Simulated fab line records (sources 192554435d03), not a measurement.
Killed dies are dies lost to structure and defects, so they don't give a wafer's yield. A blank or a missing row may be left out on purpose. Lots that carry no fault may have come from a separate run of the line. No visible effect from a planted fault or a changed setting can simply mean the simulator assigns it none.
Which tool was responsible?	flow n5 finfet	Sampling: 24 lots, 72 wafers, 6 of 1938 route steps

WHAT THE GAUGES READ, wafer by wafer
No reading from a measuring or inspecting step in the record can be judged against a usual standard deviation.

EACH LOT AND THE TOOL THAT RAN IT (in order: tool; ch and the chambers of the sampled wafers; start)
lot	N5_BEOL_M10_PRE_CLEAN_45	N5_BEOL_M10_SPUTTER_48	N5_BEOL_M10_DEP_56	N5_BEOL_M11_ETCH_62	N5_BEOL_M11_ETCH_41	N5_BEOL_M11_STRIP_77
L074	pvd sputter-01, day 10 00:47	pvd sputter-03, day 10 04:45	pecvd-04 ch 0,1,2, day 10 05:44	rie diel-06 ch 0,2, day 10 07:59	rie diel-03 ch 1,2,3, no start	rie diel-03 ch 1,2,3, no start
L075	pvd sputter-02, day 10 07:52	pvd sputter-03, day 10 10:43	pecvd-02 ch 0,1, day 10 11:37	rie diel-06 ch 0,1,3, day 10 16:58	rie diel-03 ch 0,1,2, no start	rie diel-03 ch 0,1,2, no start
L076	pvd sputter-02, day 10 21:29	pvd sputter-02, day 10 22:10	pecvd-02 ch 1,2, day 10 23:14	rie diel-06 ch 0,2, day 11 01:19	rie diel-06 ch 0,3, no start	rie diel-06 ch 0,3, no start
L077	pvd sputter-03, day 11 07:49	pvd sputter-03, day 11 08:33	pecvd-02 ch 0,1,2, day 11 09:37	rie diel-06 ch 1,2,3, day 11 13:22	rie diel-03 ch 1,2, no start	rie diel-03 ch 1,2, no start
L079	pvd sputter-03, day 11 16:46	pvd sputter-01, day 11 17:26	pecvd-02 ch 0,1, day 11 18:32	rie diel-04 ch 0,1, day 11 22:07	rie diel-06 ch 1,3, no start	rie diel-06 ch 1,3, no start
L080	pvd sputter-02, day 11 19:02	pvd sputter-02, day 11 21:09	pecvd-01 ch 0,2, day 11 22:02	rie diel-03 ch 0,2, day 11 23:23	rie diel-06 ch 1,2,3, no start	rie diel-06 ch 1,2,3, no start
L078	pvd sputter-01, day 11 22:07	pvd sputter-01, day 11 22:43	pecvd-02 ch 0,1,2, day 11 23:37	rie diel-04 ch 1,2,3, day 12 02:23	rie diel-04 ch 0,1,3, no start	rie diel-04 ch 0,1,3, no start
L081	pvd sputter-02, day 12 01:05	pvd sputter-02, day 12 01:43	pecvd-02 ch 0,2, day 12 02:36	rie diel-06 ch 0,1, day 12 04:40	rie diel-06 ch 0,1,2, no start	rie diel-06 ch 0,1,2, no start
L082	pvd sputter-03, day 12 11:27	pvd sputter-01, day 12 11:59	pecvd-01 ch 1,2, day 12 13:06	rie diel-04 ch 1,3, day 12 15:11	rie diel-06 ch 1,3, no start	rie diel-06 ch 1,3, no start
L085	pvd sputter-01, day 12 20:54	pvd sputter-03, day 12 21:31	pecvd-01 ch 0,1,2, day 12 22:27	rie diel-03 ch 0,2,3, day 13 01:51	rie diel-03 ch 0,2,3, no start	rie diel-03 ch 0,2,3, no start
L083	pvd sputter-01, day 13 01:46	pvd sputter-02, day 13 02:31	pecvd-04 ch 0,1,2, day 13 03:44	rie diel-03 ch 0,3, day 13 05:55	rie diel-06 ch 0,2, no start	rie diel-06 ch 0,2, no start
L084	pvd sputter-01, day 13 05:30	pvd sputter-03, day 13 06:07	pecvd-02 ch 0,1,2, day 13 07:01	rie diel-04 ch 0,1,3, day 13 10:26	rie diel-04 ch 0,2, no start	rie diel-04 ch 0,2, no start
L087	pvd sputter-03, day 13 09:49	pvd sputter-03, day 13 10:28	pecvd-04 ch 1,2, day 13 11:47	rie diel-03 ch 0,2, day 13 16:00	rie diel-03 ch 2,3, no start	rie diel-03 ch 2,3, no start
L086	pvd sputter-02, day 13 16:12	pvd sputter-03, day 13 16:50	pecvd-04 ch 1,2, day 13 18:16	rie diel-04 ch 0,3, day 13 20:01	rie diel-04 ch 2,3, no start	rie diel-04 ch 2,3, no start
L090	pvd sputter-01, day 14 04:13	pvd sputter-01, day 14 06:59	pecvd-01 ch 0,1,2, day 14 07:52	rie diel-03 ch 2,3, day 14 09:46	rie diel-04 ch 0,3, no start	rie diel-04 ch 0,3, no start
L088	pvd sputter-01, day 14 09:14	pvd sputter-03, day 14 11:01	pecvd-01 ch 0,1,2, day 14 11:53	rie diel-04 ch 0,2,3, day 14 15:06	rie diel-03 ch 1,2,3, no start	rie diel-03 ch 1,2,3, no start
L091	pvd sputter-03, day 14 11:35	pvd sputter-03, day 14 12:15	pecvd-04 ch 0,1,2, day 14 13:08	rie diel-06 ch 0,3, day 14 16:14	rie diel-04 ch 0,2, no start	rie diel-04 ch 0,2, no start
L089	pvd sputter-03, day 14 17:45	pvd sputter-02, day 14 19:59	pecvd-01 ch 0,1,2, day 14 21:10	rie diel-03 ch 0,2, day 15 01:09	rie diel-04 ch 1,2,3, no start	rie diel-04 ch 1,2,3, no start
L092	pvd sputter-01, day 15 00:49	pvd sputter-02, day 15 01:21	pecvd-04 ch 0,1,2, day 15 02:34	rie diel-03 ch 0,1,2, day 15 05:24	rie diel-03 ch 1,2,3, no start	rie diel-03 ch 1,2,3, no start
L093	pvd sputter-02, day 15 04:41	pvd sputter-01, day 15 05:21	pecvd-02 ch 1,2, day 15 06:25	rie diel-06 ch 0,2,3, day 15 08:56	rie diel-03 ch 0,2,3, no start	rie diel-03 ch 0,2,3, no start
L094	pvd sputter-01, day 15 11:57	pvd sputter-01, day 15 12:41	pecvd-04 ch 0,1, day 15 13:34	rie diel-06 ch 0,1, day 15 17:11	rie diel-06 ch 0,1,2, no start	rie diel-06 ch 0,1,2, no start
L095	pvd sputter-01, day 15 20:56	pvd sputter-01, day 15 21:38	pecvd-01 ch 1,2, day 15 22:31	rie diel-06 ch 1,2,3, day 16 03:50	rie diel-03 ch 1,2,3, no start	rie diel-03 ch 1,2,3, no start
L096	pvd sputter-01, day 15 22:44	pvd sputter-03, day 16 01:04	pecvd-02 ch 0,1,2, day 16 02:07	rie diel-06 ch 0,2,3, day 16 04:28	rie diel-06 ch 0,1,3, no start	rie diel-06 ch 0,1,3, no start
L097	pvd sputter-02, day 16 11:39	pvd sputter-03, day 16 12:23	pecvd-02 ch 0,1, day 16 13:18	rie diel-03 ch 0,1,3, day 16 15:23	rie diel-03 ch 0,2,3, no start	rie diel-03 ch 0,2,3, no start
- N5_BEOL_M10_PRE_CLEAN_45: time 30 s.
- N5_BEOL_M10_SPUTTER_48: material Cu, target thk 12 nm, time 2 s.
- N5_BEOL_M10_DEP_56: deposits SiCN from 3MS/NH3, target thk 15 nm, time 26.5 s.
- N5_BEOL_M11_ETCH_62: etches SOC in N2/H2, target depth 110 nm, overetch 22 nm, time 165 s.
- N5_BEOL_M11_ETCH_41: etches SiCN in CH3F/O2, target depth 42.6 nm, time 86 s.
- N5_BEOL_M11_STRIP_77: strips in N2/H2, time 10 s.

WHAT THE TOOLS THEMSELVES READ (means of the sampled wafers that have a number; where no wafer has one, the mark that the record gives instead)
N5_BEOL_M10_PRE_CLEAN_45.
lot	tool	heater power w (W)
L074	pvd sputter-01	310
L075	pvd sputter-02	316
L076	pvd sputter-02	347
L077	pvd sputter-03	329
L079	pvd sputter-03	345
L080	pvd sputter-02	318
L078	pvd sputter-01	326
L081	pvd sputter-02	345
L082	pvd sputter-03	356
L085	pvd sputter-01	322
L083	pvd sputter-01	325
L084	pvd sputter-01	277
L087	pvd sputter-03	335
L086	pvd sputter-02	349
L090	pvd sputter-01	288
L088	pvd sputter-01	313
L091	pvd sputter-03	323
L089	pvd sputter-03	312
L092	pvd sputter-01	361
L093	pvd sputter-02	342
L094	pvd sputter-01	280
L095	pvd sputter-01	312
L096	pvd sputter-01	315
L097	pvd sputter-02	341

N5_BEOL_M10_SPUTTER_48.
lot	tool	throttle valve pct (%)
L074	pvd sputter-03	30.3
L075	pvd sputter-03	30.1
L076	pvd sputter-02	30.6
L077	pvd sputter-03	30.3
L079	pvd sputter-01	30.3
L080	pvd sputter-02	30.5
L078	pvd sputter-01	30.2
L081	pvd sputter-02	30.8
L082	pvd sputter-01	30.2
L085	pvd sputter-03	30.3
L083	pvd sputter-02	30.7
L084	pvd sputter-03	30.2
L087	pvd sputter-03	29.9
L086	pvd sputter-03	30.1
L090	pvd sputter-01	30.5
L088	pvd sputter-03	30.1
L091	pvd sputter-03	30.0
L089	pvd sputter-02	30.7
L092	pvd sputter-02	30.7
L093	pvd sputter-01	30.1
L094	pvd sputter-01	30.3
L095	pvd sputter-01	30.2
L096	pvd sputter-03	30.1
L097	pvd sputter-03	30.3

N5_BEOL_M10_DEP_56.
lot	tool	chamber pressure Torr (Torr)	showerhead plenum p Torr (Torr)	throttle valve pct (%)
L074	pecvd-04	3.006	3.677	9.0
L075	pecvd-02	3.003	3.669	9.2
L076	pecvd-02	2.995	3.653	8.8
L077	pecvd-02	2.996	3.649	8.9
L079	pecvd-02	2.994	3.665	9.2
L080	pecvd-01	3.003	3.666	9.5
L078	pecvd-02	3.002	3.659	8.9
L081	pecvd-02	3.004	3.642	8.8
L082	pecvd-01	2.990	3.657	8.7
L085	pecvd-01	3.000	3.659	9.1
L083	pecvd-04	2.997	3.665	9.0
L084	pecvd-02	3.008	3.655	8.9
L087	pecvd-04	3.001	3.671	8.7
L086	pecvd-04	3.006	3.673	8.5
L090	pecvd-01	3.000	3.661	9.2
L088	pecvd-01	2.995	3.659	9.3
L091	pecvd-04	3.008	3.667	9.0
L089	pecvd-01	3.003	3.655	9.3
L092	pecvd-04	2.997	3.667	9.2
L093	pecvd-02	3.004	3.661	8.9
L094	pecvd-04	3.004	3.665	9.3
L095	pecvd-01	3.001	3.667	8.9
L096	pecvd-02	2.999	3.655	9.1
L097	pecvd-02	3.009	3.673	9.4

N5_BEOL_M11_ETCH_62.
lot	tool	drypump motor current A (A)	oes product au (a.u.)	rf vpp V (V)	showerhead plenum p Torr (Torr)	throttle valve pct (%)
L074	rie diel-06	5.4	0.65	525.4	2.58	18.00
L075	rie diel-06	5.8	0.64	524.2	2.57	17.90
L076	rie diel-06	5.4	0.65	525.0	2.58	18.01
L077	rie diel-06	5.6	0.67	524.0	2.55	17.96
L079	rie diel-04	5.8	0.63	524.7	2.57	18.00
L080	rie diel-03	6.1	0.73	522.1	2.47	17.51
L078	rie diel-04	5.5	0.63	523.9	2.53	17.94
L081	rie diel-06	5.8	0.74	524.1	2.57	17.77
L082	rie diel-04	5.5	0.62	524.4	2.56	17.89
L085	rie diel-03	6.1	0.69	523.6	2.52	17.58
L083	rie diel-03	6.1	0.65	524.8	2.57	17.60
L084	rie diel-04	5.8	0.65	524.4	2.55	17.94
L087	rie diel-03	6.1	0.72	522.3	2.47	17.53
L086	rie diel-04	6.0	0.70	522.4	2.51	17.92
L090	rie diel-03	6.3	0.68	523.4	2.51	17.69
L088	rie diel-04	5.8	0.68	522.4	2.49	17.96
L091	rie diel-06	5.8	0.72	525.6	2.59	17.49
L089	rie diel-03	6.1	0.71	521.4	2.46	17.55
L092	rie diel-03	6.0	0.67	522.1	2.51	17.79
L093	rie diel-06	5.6	0.70	525.0	2.57	17.71
L094	rie diel-06	5.8	0.75	524.5	2.56	17.69
L095	rie diel-06	5.6	0.71	523.2	2.54	17.87
L096	rie diel-06	5.6	0.69	524.6	2.57	17.72
L097	rie diel-03	6.0	0.63	524.5	2.56	17.84

N5_BEOL_M11_ETCH_41.
lot	tool	drypump motor current A (A)	oes product au (a.u.)	rf vpp V (V)	showerhead plenum p Torr (Torr)	throttle valve pct (%)
L074	rie diel-03	6.2	0.80	298.4	2.04	16.4
L075	rie diel-03	6.0	0.83	296.5	1.99	16.2
L076	rie diel-06	5.7	0.75	298.2	2.05	16.2
L077	rie diel-03	6.2	0.78	298.2	2.04	16.5
L079	rie diel-06	5.9	0.74	296.8	1.99	16.6
L080	rie diel-06	5.6	0.78	297.3	2.00	16.4
L078	rie diel-04	5.7	0.78	296.8	2.00	16.4
L081	rie diel-06	5.7	0.81	297.6	2.01	16.4
L082	rie diel-06	5.8	0.80	297.8	2.01	16.2
L085	rie diel-03	6.1	0.81	297.1	1.99	16.1
L083	rie diel-06	5.5	0.87	298.3	2.03	16.2
L084	rie diel-04	5.8	0.81	295.9	1.93	16.4
L087	rie diel-03	6.3	0.81	296.7	1.99	16.2
L086	rie diel-04	5.5	0.76	296.3	1.97	16.3
L090	rie diel-04	5.7	0.79	298.1	1.98	16.3
L088	rie diel-03	6.2	0.76	297.0	2.03	16.4
L091	rie diel-04	6.1	0.82	296.3	1.94	16.4
L089	rie diel-04	5.5	0.85	297.5	1.99	16.2
L092	rie diel-03	6.2	0.75	298.0	2.03	16.4
L093	rie diel-03	6.1	0.79	297.8	1.98	16.1
L094	rie diel-06	5.6	0.86	297.6	2.00	16.3
L095	rie diel-03	6.2	0.75	296.5	2.02	16.4
L096	rie diel-06	5.8	0.88	297.0	2.01	16.1
L097	rie diel-03	6.1	0.79	296.5	1.98	16.1

N5_BEOL_M11_STRIP_77.
lot	tool	drypump motor current A (A)	oes product au (a.u.)	rf vpp V (V)	showerhead plenum p Torr (Torr)	throttle valve pct (%)
L074	rie diel-03	6.2	0.79	58.9	2.58	23.8
L075	rie diel-03	6.0	0.83	58.7	2.52	23.6
L076	rie diel-06	5.7	0.75	59.3	2.60	23.5
L077	rie diel-03	6.2	0.77	59.8	2.58	24.0
L079	rie diel-06	5.9	0.74	59.6	2.52	23.9
L080	rie diel-06	5.6	0.79	59.8	2.55	23.8
L078	rie diel-04	5.8	0.78	59.7	2.55	23.8
L081	rie diel-06	5.6	0.82	59.5	2.55	23.8
L082	rie diel-06	5.8	0.80	59.7	2.55	23.6
L085	rie diel-03	6.1	0.81	58.3	2.51	23.4
L083	rie diel-06	5.6	0.87	60.1	2.58	23.5
L084	rie diel-04	5.9	0.81	59.1	2.45	24.0
L087	rie diel-03	6.3	0.82	59.1	2.51	23.6
L086	rie diel-04	5.5	0.76	58.2	2.50	23.8
L090	rie diel-04	5.8	0.79	58.9	2.51	23.7
L088	rie diel-03	6.2	0.76	59.3	2.56	23.8
L091	rie diel-04	6.1	0.84	58.6	2.47	23.9
L089	rie diel-04	5.6	0.85	59.0	2.52	23.7
L092	rie diel-03	6.2	0.76	59.0	2.56	23.8
L093	rie diel-03	6.1	0.80	58.8	2.51	23.4
L094	rie diel-06	5.6	0.86	59.3	2.54	23.7
L095	rie diel-03	6.2	0.75	59.3	2.56	23.8
L096	rie diel-06	5.8	0.87	58.7	2.55	23.5
L097	rie diel-03	6.1	0.79	59.1	2.50	23.4

THE ANSWER, worked out from the rows above alone
Rule: the usual values come from the lots themselves. The widest of any qualifying gaps counts: lots, ordered by their means at a reading, are off when they make up no more than a third of the lots, leave a main group of 4 or more, and stand apart from it by 3 or more times the standard deviation of that group's means. A main group whose means are all the same, to the digits that the tables above print for the reading, isn't used. Also off: a lot with no number at a reading for which 4 or more lots have one. The other lots that the step has rows for count as sound. First the gauges in route order, then the tools' own readings, where a lot's mean is used as printed above. At the first step where some lot is off, the reading lying furthest off is the one used; lots without a number count as furthest.
No lot is off on any of the readings shown, so nothing can be concluded from this.

WHAT THE SIMULATOR HAD INSERTED
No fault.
